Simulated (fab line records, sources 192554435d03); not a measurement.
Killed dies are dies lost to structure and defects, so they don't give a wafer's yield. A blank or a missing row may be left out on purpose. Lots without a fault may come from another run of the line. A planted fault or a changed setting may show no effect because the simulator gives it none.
fab line records | flow n5_finfet
record lots=24 wafers=72 last_day=18
route steps=1938 shown BEOL_M3@1006 BEOL_M4@1044
lots that met no fault: from a run of the same line without faults
start_h: hours from the record's first day to the start of the lot's first wafer shown | wait_h: hours since the lot's step before | " the same as in the row above | L1.1+2: a row that stands for several wafers | - no value, or no start given | * or withheld: withheld | < > ~ a bound
route shown NAME@n: a module of which the file shows steps, and the number in the route of the first | usual: mean/standard deviation of fault-free wafers | same: alike in all rows | chamber/n: place in a boat | sites: the reading at each site | _std_site: their standard deviation | _edge_site: outer sites' mean less inner sites' | radius_mm: how far each site lies from the wafer's centre | mask NAME#n: copy n | behind: the tool/chamber that last shaped the wafer | hold: why the lot was held/for how many hours/how that ended | device: the transistor (n, p or np) that didn't switch | end of line: the same wafers' tests at the end of the route | a step without rows: its recipe alone | killed: dies lost to structure and defects at the first sort, not the wafer's yield | map: a wafer's dies, x killed, . not, _ none there
set.NAME: the setting as run; set.NAME@STEP: as run at that earlier step | model.NAME: the simulator's own value behind a step, which no gauge read
steps of the route over a sample of lots; a table a step, a row a wafer
services: from which hour (start_h, from the record's first day; less than 0 if before it) a tool's chamber was out of use, for how many hours, and why
## steps
# step N5_BEOL_M3_SPUTTER_92
# recipe material=Cu target_thk_a=45 temp_c=-20 chamber_pressure_pa=0.07 power_w=withheld time_s=8.29
# usual throttle_valve_pct=29.4/1.2
# columns lot.wafer tool chamber start_h wait_h throttle_valve_pct
L074.2 pvd_sputter-01 - 153.64 0.1 27.8
L074.3 " - " " 27.9
L074.4 " - " " 30.2
L076.1 pvd_sputter-02 - 155.14 0.1 29.4
L076.2 " - " " 31.1
L076.4 " - " " 30.1
L075.3 pvd_sputter-01 - 164.68 0.1 30.6
L075.4 " - " " 27.8
L075.5 " - " " 27.6
L077.1 pvd_sputter-03 - 167.06 0.1 28.6
L077.4 " - " " 28.6
L077.6 " - " " 30.9
L078.3 pvd_sputter-01 - 169.18 0.1 29.1
L078.5 " - " " 28.1
L078.6 " - " " 30.7
L079.1 pvd_sputter-01 - 185.41 0.1 27.6
L079.2 " - " " 27.6
L079.6 " - " " 27.8
L081.2 pvd_sputter-03 - 195.67 0.1 28.6
L081.4 " - " " 30.8
L081.5 " - " " 28.9
L082.4 pvd_sputter-02 - 201.25 0.1 30.2
L082.5 " - " " 30.2
L082.6 " - " " 30.9
L080.1 pvd_sputter-03 - 201.31 0.1 29.0
L080.2 " - " " 29.0
L080.4 " - " " 28.6
L083.1 pvd_sputter-03 - 204.04 0.1 28.8
L083.2 " - " " 28.4
L083.6 " - " " 28.5
L084.3 pvd_sputter-02 - 208.81 0.1 30.1
L084.5 " - " " 30.9
L084.6 " - " " 29.4
L085.1 pvd_sputter-02 - 222.45 0.1 29.3
L085.3 " - " " 31.0
L085.5 " - " " 30.2
L086.1 pvd_sputter-03 - 238.52 0.1 29.0
L086.2 " - " " 28.9
L086.3 " - " " 30.9
L087.1 pvd_sputter-01 - 241.78 0.1 30.8
L087.3 " - " " 27.6
L087.4 " - " " 27.8
L088.1 pvd_sputter-03 - 246.16 0.1 28.8
L088.4 " - " " 31.0
L088.5 " - " " 28.5
L090.3 pvd_sputter-02 - 254.39 0.1 31.0
L090.4 " - " " 30.3
L090.6 " - " " 31.1
L089.3 pvd_sputter-01 - 257.15 0.1 27.8
L089.5 " - " " 30.6
L089.6 " - " " 27.8
L091.2 pvd_sputter-03 - 261.79 0.1 28.5
L091.3 " - " " 29.1
L091.6 " - " " 28.8
L092.2 pvd_sputter-03 - 269.16 0.1 30.9
L092.3 " - " " 28.8
L092.4 " - " " 28.7
L094.1 pvd_sputter-02 - 273.53 0.1 30.1
L094.2 " - " " 30.1
L094.4 " - " " 29.4
L093.1 pvd_sputter-01 - 273.93 0.1 29.0
L093.2 " - " " 30.8
L093.4 " - " " 27.5
L095.2 pvd_sputter-03 - 278.07 0.1 28.7
L095.3 " - " " 28.9
L095.4 " - " " 31.1
L096.3 pvd_sputter-03 - 292.39 0.1 31.0
L096.5 " - " " 30.8
L096.6 " - " " 28.5
L097.1 pvd_sputter-02 - 302.69 0.1 30.2
L097.4 " - " " 31.1
L097.5 " - " " 29.4
# step N5_BEOL_M4_HM_OPEN_17
# recipe chemistry=Cl2/BCl3 target_depth_a=200 overetch_a=60 target=TiN mask_material=SOC ion_energy_ev=150 pressure_mtorr=10 icp_w=1000 bias_w=126 Cl2_flow_sccm=53.25 bcl3_flow_sccm=21.75 Ar_flow_sccm=25
# usual drypump_motor_current_A=5.6/0.58 oes_product_au=0.69/0.043 throttle_valve_pct=22.00/0.19
# columns lot.wafer tool chamber start_h wait_h drypump_motor_current_A oes_product_au rf_hours_counter_h throttle_valve_pct
L074.2 rie_metal-01 1 156.67 0.0 5.0 0.63 56 22.35
L074.3 " 1 " " 5.0 0.63 - 22.36
L074.4 " 0 " " 6.1 0.70 - 21.83
L076.1 rie_metal-02 0 159.21 0.0 6.1 0.66 41 21.83
L076.2 " 1 " " 5.2 0.75 7 22.13
L076.4 " 1 " " 5.2 0.76 - 22.12
L075.3 rie_metal-02 1 168.93 0.1 5.2 0.75 - 22.15
L075.4 " 0 " " 6.1 0.66 - 21.82
L075.5 " 0 " " 6.0 0.66 - 21.83
L077.1 rie_metal-02 1 170.73 0.0 5.2 0.76 8 22.13
L077.4 " 0 " " 6.1 0.65 - 21.84
L077.6 " 0 " " 6.1 0.66 - 21.86
L078.3 rie_metal-01 1 176.36 0.1 5.0 0.64 - 22.36
L078.5 " 1 " " 5.0 0.64 - 22.34
L078.6 " 0 " " 6.2 0.70 - 21.83
L079.1 rie_metal-01 0 191.72 0.0 6.1 0.68 29 21.85
L079.2 " 1 " " 5.0 0.63 59 22.36
L079.6 " 0 " " 6.1 0.69 - 21.84
L081.2 rie_metal-03 0 200.31 0.0 4.7 0.76 13 21.84
L081.4 " 0 " " 4.7 0.76 - 21.86
L081.5 " 1 " " 6.2 0.69 - 21.98
L082.4 rie_metal-02 0 205.95 0.1 6.0 0.66 - 21.85
L082.5 " 1 " " 5.2 0.74 - 22.15
L082.6 " 0 " " 6.1 0.65 - 21.85
L080.1 rie_metal-02 1 206.70 0.0 5.2 0.74 10 22.14
L080.2 " 0 " " 6.1 0.65 44 21.83
L080.4 " 1 " " 5.2 0.74 - 22.14
L083.1 rie_metal-01 0 210.69 0.0 6.1 0.69 30 21.84
L083.2 " 1 " " 5.0 0.64 60 22.37
L083.6 " 0 " " 6.1 0.68 - 21.86
L084.3 rie_metal-03 1 213.94 0.1 6.2 0.69 - 21.99
L084.5 " 1 " " 6.2 0.69 - 22.01
L084.6 " 0 " " 4.7 0.76 - 21.84
L085.1 rie_metal-01 0 226.75 0.0 6.1 0.69 31 21.84
L085.3 " 1 " " 5.0 0.64 - 22.34
L085.5 " 1 " " 5.0 0.64 - 22.38
L086.1 rie_metal-03 1 241.42 0.0 6.2 0.68 30 21.97
L086.2 " 0 " " 4.7 0.75 17 21.85
L086.3 " 0 " " 4.7 0.75 - 21.86
L087.1 rie_metal-02 0 244.43 0.0 6.1 0.65 48 21.84
L087.3 " 0 " " 6.1 0.64 - 21.86
L087.4 " 0 " " 6.0 0.64 - 21.84
L088.1 rie_metal-01 1 251.36 0.0 5.0 0.62 64 22.35
L088.4 " 1 " " 5.0 0.63 - 22.36
L088.5 " 1 " " 5.0 0.62 - 22.35
L090.3 rie_metal-02 0 258.91 0.1 6.1 0.64 - 21.86
L090.4 " 1 " " 5.3 0.73 - 22.14
L090.6 " 0 " " 6.1 0.64 - 21.85
L089.3 rie_metal-02 0 259.86 0.1 6.0 0.63 - 21.86
L089.5 " 1 " " 5.2 0.73 - 22.13
L089.6 " 0 " " 6.0 0.64 - 21.85
L091.2 rie_metal-03 1 265.27 0.0 6.2 0.67 33 21.99
L091.3 " 1 " " 6.2 0.68 - 22.01
L091.6 " 0 " " 4.7 0.73 - 21.85
L092.2 rie_metal-03 1 272.29 0.0 6.2 0.66 33 22.00
L092.3 " 0 " " 4.7 0.73 - 21.86
L092.4 " 1 " " 6.2 0.68 - 21.98
L094.1 rie_metal-02 1 276.96 0.0 5.2 0.72 15 22.16
L094.2 " 0 " " 6.0 0.64 52 21.85
L094.4 " 0 " " 6.0 0.63 - 21.85
L093.1 rie_metal-01 1 277.11 0.0 5.0 0.63 67 22.35
L093.2 " 0 " " 6.1 0.67 36 21.84
L093.4 " 0 " " 6.1 0.67 - 21.84
L095.2 rie_metal-02 1 282.54 0.0 5.2 0.72 15 22.14
L095.3 " 0 " " 6.1 0.64 - 21.86
L095.4 " 1 " " 5.2 0.72 - 22.14
L096.3 rie_metal-03 0 295.14 0.1 4.7 0.72 - 21.88
L096.5 " 0 " " 4.7 0.72 - 21.87
L096.6 " 1 " " 6.2 0.66 - 22.00
L097.1 rie_metal-03 0 305.73 0.0 4.7 0.73 22 21.86
L097.4 " 0 " " 4.7 0.74 - 21.87
L097.5 " 0 " " 4.7 0.73 - 21.86
# step N5_BEOL_M4_OVL_MEAS_29
# recipe points_per_wafer=522
# usual V3_OVL=-0.1/0.64
# columns lot.wafer tool chamber start_h wait_h V3_OVL[nm]
L074.2 overlay-01 0 157.33 0.0 -0.8
L074.3 " 0 " " 1.1
L074.4 " 0 " " -0.2
L076.1 overlay-01 0 159.74 0.0 -0.3
L076.2 " 0 " " 0.0
L076.4 " 0 " " 0.2
L075.3 overlay-02 0 169.57 0.0 -1.0
L075.4 " 0 " " 0.1
L075.5 " 0 " " 0.6
L077.1 overlay-01 0 171.31 0.0 0.1
L077.4 " 0 " " 0.1
L077.6 " 0 " " 0.5
L078.3 overlay-02 0 176.89 0.0 -0.2
L078.5 " 0 " " -0.4
L078.6 " 0 " " -0.2
L079.1 overlay-01 0 192.38 0.0 0.6
L079.2 " 0 " " 0.9
L079.6 " 0 " " 0.8
L081.2 overlay-01 0 200.97 0.0 -0.7
L081.4 " 0 " " 0.1
L081.5 " 0 " " -0.1
L082.4 overlay-02 0 206.68 0.0 -0.6
L082.5 " 0 " " -0.2
L082.6 " 0 " " -0.7
L080.1 overlay-01 0 207.46 0.0 -0.2
L080.2 " 0 " " -0.7
L080.4 " 0 " " -0.6
L083.1 overlay-02 0 211.22 0.0 -0.2
L083.2 " 0 " " 0.0
L083.6 " 0 " " 0.0
L084.3 overlay-01 0 215.57 0.0 -1.5
L084.5 " 0 " " -1.0
L084.6 " 0 " " -1.7
L085.1 overlay-01 0 227.28 0.0 -0.8
L085.3 " 0 " " -0.4
L085.5 " 0 " " -0.4
L086.1 overlay-02 0 242.08 0.0 -0.6
L086.2 " 0 " " -0.3
L086.3 " 0 " " -0.9
L087.1 overlay-01 0 245.06 0.0 0.4
L087.3 " 0 " " -0.1
L087.4 " 0 " " 0.4
L088.1 overlay-01 0 252.17 0.1 -1.2
L088.4 " 0 " " -0.3
L088.5 " 0 " " -0.9
L090.3 overlay-01 0 259.42 0.0 1.0
L090.4 " 0 " " 0.2
L090.6 " 0 " " 0.7
L089.3 overlay-01 0 260.49 0.0 0.2
L089.5 " 0 " " -0.4
L089.6 " 0 " " 0.0
L091.2 overlay-02 0 266.08 0.0 -0.8
L091.3 " 0 " " -0.8
L091.6 " 0 " " -0.9
L092.2 overlay-02 0 272.83 0.0 0.2
L092.3 " 0 " " -0.6
L092.4 " 0 " " -1.4
L094.1 overlay-01 0 277.51 0.0 0.4
L094.2 " 0 " " 0.4
L094.4 " 0 " " -0.2
L093.1 overlay-02 0 277.68 0.0 0.4
L093.2 " 0 " " 0.0
L093.4 " 0 " " 0.8
L095.2 overlay-01 0 283.34 0.0 -0.5
L095.3 " 0 " " 0.8
L095.4 " 0 " " -0.4
L096.3 overlay-02 0 296.01 0.0 -0.3
L096.5 " 0 " " -0.9
L096.6 " 0 " " 0.7
L097.1 overlay-01 0 306.40 0.0 0.1
L097.4 " 0 " " 0.5
L097.5 " 0 " " -0.1
# step N5_BEOL_M4_INSPECT_30
# recipe mode=adi inspect_instrument=brightfield
# usual raw_defect_count=403/99
# columns lot.wafer tool chamber start_h wait_h raw_defect_count
L074.2 defect_inspect-01 - 157.38 0.0 353
L074.3 " - " " 341
L074.4 " - " " 297
L076.1 defect_inspect-01 - 159.80 0.1 384
L076.2 " - " " 341
L076.4 " - " " 443
L075.3 defect_inspect-01 - 169.62 0.0 309
L075.4 " - " " 313
L075.5 " - " " 300
L077.1 defect_inspect-01 - 171.37 0.1 346
L077.4 " - " " 328
L077.6 " - " " 637
L078.3 defect_inspect-01 - 176.94 0.0 488
L078.5 " - " " 358
L078.6 " - " " 456
L079.1 defect_inspect-01 - 192.44 0.1 477
L079.2 " - " " 406
L079.6 " - " " 366
L081.2 defect_inspect-01 - 201.02 0.0 338
L081.4 " - " " 333
L081.5 " - " " 371
L082.4 defect_inspect-01 - 206.72 0.0 450
L082.5 " - " " 507
L082.6 " - " " 488
L080.1 defect_inspect-01 - 207.52 0.1 404
L080.2 " - " " 541
L080.4 " - " " 314
L083.1 defect_inspect-02 - 211.27 0.1 455
L083.2 " - " " 413
L083.6 " - " " 281
L084.3 defect_inspect-01 - 215.62 0.0 322
L084.5 " - " " 442
L084.6 " - " " 473
L085.1 defect_inspect-01 - 227.33 0.1 360
L085.3 " - " " 309
L085.5 " - " " 408
L086.1 defect_inspect-02 - 242.14 0.1 370
L086.2 " - " " 305
L086.3 " - " " 304
L087.1 defect_inspect-02 - 245.12 0.1 385
L087.3 " - " " 464
L087.4 " - " " 375
L088.1 defect_inspect-02 - 252.22 0.1 455
L088.4 " - " " 370
L088.5 " - " " 340
L090.3 defect_inspect-01 - 259.47 0.0 277
L090.4 " - " " 356
L090.6 " - " " 424
L089.3 defect_inspect-01 - 260.54 0.0 261
L089.5 " - " " 285
L089.6 " - " " 243
L091.2 defect_inspect-02 - 266.13 0.0 635
L091.3 " - " " 588
L091.6 " - " " 595
L092.2 defect_inspect-02 - 272.88 0.0 494
L092.3 " - " " 524
L092.4 " - " " 519
L094.1 defect_inspect-01 - 277.57 0.1 312
L094.2 " - " " 354
L094.4 " - " " 322
L093.1 defect_inspect-01 - 277.74 0.1 313
L093.2 " - " " 555
L093.4 " - " " 445
L095.2 defect_inspect-01 - 283.39 0.0 303
L095.3 " - " " 338
L095.4 " - " " 291
L096.3 defect_inspect-02 - 296.05 0.0 648
L096.5 " - " " 579
L096.6 " - " " 401
L097.1 defect_inspect-02 - 306.46 0.1 276
L097.4 " - " " 250
L097.5 " - " " 450
# step N5_BEOL_M4_DESCUM_33
# recipe chemistry=O2 time_s=7 source_power_w=50 bias_power_w=20 pressure_mtorr=20 rf_frequency_hz=2.712e+07 temp_c=40 resist=CAR-EUV o2_flow_sccm=225
# usual drypump_motor_current_A=5.6/0.39 o2_flow_sccm=225.1/0.7 oes_product_au=0.80/0.081 rf_vpp_V=243.5/1.3 showerhead_plenum_p_Torr=2.11/0.064 throttle_valve_pct=20.30/0.18
# columns lot.wafer tool chamber start_h wait_h drypump_motor_current_A o2_flow_sccm oes_product_au rf_hours_counter_h rf_vpp_V showerhead_plenum_p_Torr throttle_valve_pct
L074.2 rie_diel-02 3 157.44 0.1 5.5 224.8 0.89 34 244.5 2.05 20.43
L074.3 " 0 " " 5.4 225.9 0.79 108 244.5 2.11 20.20
L074.4 " 3 " " 5.5 224.4 0.89 - 240.7 2.05 20.41
L076.1 rie_diel-05 3 159.83 0.0 5.7 224.5 0.71 198 242.7 2.09 20.41
L076.2 " 2 " " 5.8 225.6 0.70 187 244.8 2.15 19.92
L076.4 " 0 " " 5.6 225.2 0.87 - 245.9 2.22 20.27
L075.3 rie_diel-05 2 169.65 0.0 5.8 225.5 0.70 191 245.4 2.15 19.92
L075.4 " 2 " " 5.8 225.3 0.71 - 244.9 2.15 19.92
L075.5 " 3 " " 5.7 224.1 0.71 - 243.4 2.09 20.41
L077.1 rie_diel-02 3 171.41 0.0 5.5 226.3 0.90 40 244.2 2.05 20.43
L077.4 " 0 " " 5.4 224.1 0.80 113 244.7 2.11 20.20
L077.6 " 2 " " 6.6 224.7 0.77 - 242.4 2.02 20.40
L078.3 rie_diel-04 3 176.98 0.0 5.0 226.8 0.88 36 244.3 2.23 20.21
L078.5 " 0 " " 5.9 224.3 0.76 - 242.3 2.09 20.31
L078.6 " 1 " " 5.4 225.5 0.93 - 242.7 2.06 19.99
L079.1 rie_diel-04 2 192.47 0.0 5.7 226.3 0.74 182 243.9 2.17 20.59
L079.2 " 3 " " 5.0 224.7 0.88 41 244.8 2.23 20.21
L079.6 " 2 " " 5.7 225.0 0.74 - 247.0 2.17 20.59
L081.2 rie_diel-02 1 201.05 0.0 5.3 225.9 0.92 11 243.4 2.11 20.24
L081.4 " 0 " " 5.4 224.0 0.78 122 244.6 2.10 20.21
L081.5 " 2 " " 6.6 226.1 0.76 - 242.4 2.02 20.43
L082.4 rie_diel-04 3 207.05 0.3 5.0 225.9 0.89 46 244.8 2.23 20.23
L082.5 " 1 " " 5.4 224.7 0.91 - 241.5 2.06 20.01
L082.6 " 2 " " 5.7 224.9 0.73 - 245.6 2.17 20.58
L080.1 rie_diel-02 0 207.76 0.2 5.4 226.0 0.78 124 242.7 2.10 20.21
L080.2 " 2 " " 6.5 225.7 0.76 164 241.7 2.02 20.42
L080.4 " 3 " " 5.5 224.5 0.87 51 242.4 2.04 20.45
L083.1 rie_diel-04 1 211.31 0.0 5.4 225.3 0.90 16 242.7 2.05 20.00
L083.2 " 2 " " 5.7 225.2 0.73 188 244.5 2.17 20.58
L083.6 " 3 " " 5.0 224.5 0.86 - 245.6 2.23 20.23
L084.3 rie_diel-05 3 215.66 0.0 5.7 225.7 0.69 220 242.8 2.09 20.44
L084.5 " 2 " " 5.8 225.4 0.70 - 244.3 2.14 19.96
L084.6 " 3 " " 5.7 225.0 0.69 - 242.3 2.09 20.45
L085.1 rie_diel-05 3 227.37 0.0 5.7 225.7 0.69 223 244.7 2.08 20.45
L085.3 " 2 " " 5.8 225.1 0.70 212 243.4 2.14 19.96
L085.5 " 1 " " 5.4 224.1 0.94 - 243.6 2.06 20.35
L086.1 rie_diel-02 3 242.17 0.0 5.5 224.9 0.85 63 243.5 2.04 20.46
L086.2 " 1 " " 5.4 225.4 0.89 25 243.7 2.11 20.25
L086.3 " 2 " " 6.6 224.8 0.74 175 240.7 2.01 20.45
L087.1 rie_diel-02 3 245.16 0.0 5.5 225.8 0.86 64 241.1 2.04 20.45
L087.3 " 0 " " 5.4 224.6 0.78 137 242.4 2.10 20.23
L087.4 " 1 " " 5.4 225.5 0.89 26 243.2 2.11 20.25
L088.1 rie_diel-04 0 252.33 0.1 5.9 224.9 0.75 199 243.7 2.08 20.35
L088.4 " 3 " " 5.0 226.4 0.86 63 245.2 2.22 20.25
L088.5 " 0 " " 5.9 224.0 0.75 - 243.3 2.08 20.36
L090.3 rie_diel-04 2 259.50 0.0 5.7 225.2 0.72 206 245.0 2.16 20.63
L090.4 " 1 " " 5.3 225.0 0.87 34 241.0 2.05 20.02
L090.6 " 0 " " 5.9 224.9 0.75 - 243.0 2.08 20.37
L089.3 rie_diel-05 2 260.62 0.1 5.8 225.2 0.68 224 245.4 2.14 19.97
L089.5 " 1 " " 5.4 224.5 0.92 - 241.6 2.05 20.38
L089.6 " 0 " " 5.6 224.3 0.82 - 246.3 2.21 20.33
L091.2 rie_diel-05 0 266.17 0.0 5.5 225.1 0.81 81 245.8 2.21 20.33
L091.3 " 1 " " 5.4 224.5 0.92 27 242.6 2.05 20.39
L091.6 " 1 " " 5.4 226.4 0.92 - 242.8 2.05 20.38
L092.2 rie_diel-02 3 272.91 0.0 5.5 224.1 0.84 74 240.9 2.04 20.47
L092.3 " 1 " " 5.4 225.7 0.87 35 243.6 2.10 20.27
L092.4 " 2 " " 6.6 223.8 0.73 187 240.8 2.01 20.45
L094.1 rie_diel-04 2 277.61 0.0 5.7 225.6 0.71 211 244.3 2.16 20.63
L094.2 " 3 " " 5.0 225.3 0.84 72 245.2 2.22 20.25
L094.4 " 1 " " 5.4 225.1 0.86 42 243.3 2.05 20.06
L093.1 rie_diel-02 3 277.77 0.0 5.5 225.4 0.84 76 241.4 2.04 20.49
L093.2 " 2 " " 6.6 225.1 0.73 188 242.8 2.01 20.47
L093.4 " 1 " " 5.4 225.8 0.87 37 243.6 2.10 20.26
L095.2 rie_diel-05 0 283.43 0.0 5.6 224.8 0.82 86 243.5 2.20 20.33
L095.3 " 2 " " 5.8 224.1 0.68 232 245.2 2.14 20.00
L095.4 " 3 " " 5.7 224.0 0.68 243 242.2 2.08 20.49
L096.3 rie_diel-05 1 296.31 0.3 5.4 226.1 0.90 36 242.7 2.05 20.40
L096.5 " 0 " " 5.6 224.5 0.80 - 244.5 2.20 20.34
L096.6 " 1 " " 5.4 226.1 0.90 - 243.3 2.05 20.39
L097.1 rie_diel-04 2 306.49 0.0 5.7 225.3 0.70 220 244.0 2.15 20.65
L097.4 " 3 " " 5.0 225.0 0.82 82 244.5 2.21 20.29
L097.5 " 1 " " 5.4 225.1 0.85 - 243.4 2.04 20.05
# step N5_BEOL_M4_SPUTTER_86
# recipe material=Cu target_thk_a=45 temp_c=-20 chamber_pressure_pa=0.07 power_w=withheld time_s=8.29
# usual throttle_valve_pct=29.3/1.1
# columns lot.wafer tool chamber start_h wait_h throttle_valve_pct
L074.2 pvd_sputter-03 - 161.23 0.1 28.4
L074.3 " - " " 30.9
L074.4 " - " " 28.5
L076.1 pvd_sputter-03 - 163.39 0.1 28.7
L076.2 " - " " 28.5
L076.4 " - " " 31.0
L075.3 pvd_sputter-02 - 178.97 0.1 29.4
L075.4 " - " " 31.3
L075.5 " - " " 30.5
L077.1 pvd_sputter-01 - 179.01 0.1 27.9
L077.4 " - " " 30.6
L077.6 " - " " 27.8
L078.3 pvd_sputter-01 - 181.95 0.1 29.0
L078.5 " - " " 29.1
L078.6 " - " " 27.8
L079.1 pvd_sputter-01 - 196.78 0.1 30.4
L079.2 " - " " 27.8
L079.6 " - " " 30.8
L081.2 pvd_sputter-01 - 203.51 0.1 30.7
L081.4 " - " " 27.7
L081.5 " - " " 27.6
L082.4 pvd_sputter-01 - 209.26 0.1 27.5
L082.5 " - " " 29.1
L082.6 " - " " 28.0
L080.1 pvd_sputter-01 - 211.60 0.1 27.7
L080.2 " - " " 28.9
L080.4 " - " " 30.6
L083.1 pvd_sputter-02 - 213.38 0.1 30.1
L083.2 " - " " 30.2
L083.6 " - " " 30.3
L084.3 pvd_sputter-02 - 218.99 0.1 29.3
L084.5 " - " " 30.2
L084.6 " - " " 30.5
L085.1 pvd_sputter-01 - 236.54 0.1 29.2
L085.3 " - " " 27.9
L085.5 " - " " 27.8
L086.1 pvd_sputter-01 - 248.84 0.1 30.6
L086.2 " - " " 28.0
L086.3 " - " " 27.9
L087.1 pvd_sputter-01 - 253.90 0.1 29.0
L087.3 " - " " 27.8
L087.4 " - " " 30.6
L088.1 pvd_sputter-03 - 256.81 0.1 30.9
L088.4 " - " " 28.9
L088.5 " - " " 28.8
L090.3 pvd_sputter-03 - 263.21 0.1 30.9
L090.4 " - " " 29.0
L090.6 " - " " 28.8
L091.2 pvd_sputter-03 - 270.34 0.1 30.8
L091.3 " - " " 28.9
L091.6 " - " " 28.7
L089.3 pvd_sputter-02 - 274.79 0.1 31.1
L089.5 " - " " 31.3
L089.6 " - " " 30.3
L092.2 pvd_sputter-01 - 278.14 0.1 30.5
L092.3 " - " " 27.7
L092.4 " - " " 29.1
L094.1 pvd_sputter-03 - 280.35 0.1 28.8
L094.2 " - " " 28.5
L094.4 " - " " 30.9
L093.1 pvd_sputter-02 - 282.36 0.1 30.2
L093.2 " - " " 31.1
L093.4 " - " " 29.3
L095.2 pvd_sputter-03 - 285.57 0.1 28.7
L095.3 " - " " 30.8
L095.4 " - " " 28.7
L096.3 pvd_sputter-03 - 306.57 0.1 28.6
L096.5 " - " " 28.5
L096.6 " - " " 28.7
L097.1 pvd_sputter-02 - 309.52 0.1 31.3
L097.4 " - " " 30.1
L097.5 " - " " 30.0
## services
# columns tool chamber start_h hours kind
rie_diel-04 0 133.20 5.6 repair
rie_diel-02 1 143.12 - clean
rie_diel-02 1 143.12 - consumable_replace:focus_ring
rie_diel-02 1 143.12 20.1 scheduled_down
rie_diel-02 1 143.12 20.1 vent_cycle
rie_diel-04 1 144.24 - clean
rie_diel-04 1 144.24 - consumable_replace:focus_ring
rie_diel-04 1 144.24 17.1 scheduled_down
rie_diel-04 1 144.24 17.1 vent_cycle
rie_diel-05 1 153.82 - clean
rie_diel-05 1 153.82 - consumable_replace:focus_ring
rie_diel-05 1 153.82 20.4 scheduled_down
rie_diel-05 1 153.82 20.4 vent_cycle
rie_diel-05 3 207.52 3.0 repair
rie_metal-02 1 207.66 7.3 repair
rie_metal-02 - 234.60 4.1 repair
rie_metal-02 1 238.84 7.9 repair
rie_diel-04 2 266.00 8.9 repair
rie_metal-03 - 276.10 14.6 pm
rie_diel-05 3 304.84 - clean
rie_diel-05 3 304.84 - consumable_replace:focus_ring
rie_diel-05 3 304.84 21.1 scheduled_down
rie_diel-05 3 304.84 21.1 vent_cycle
rie_diel-02 3 307.91 13.1 repair
## key
fault none
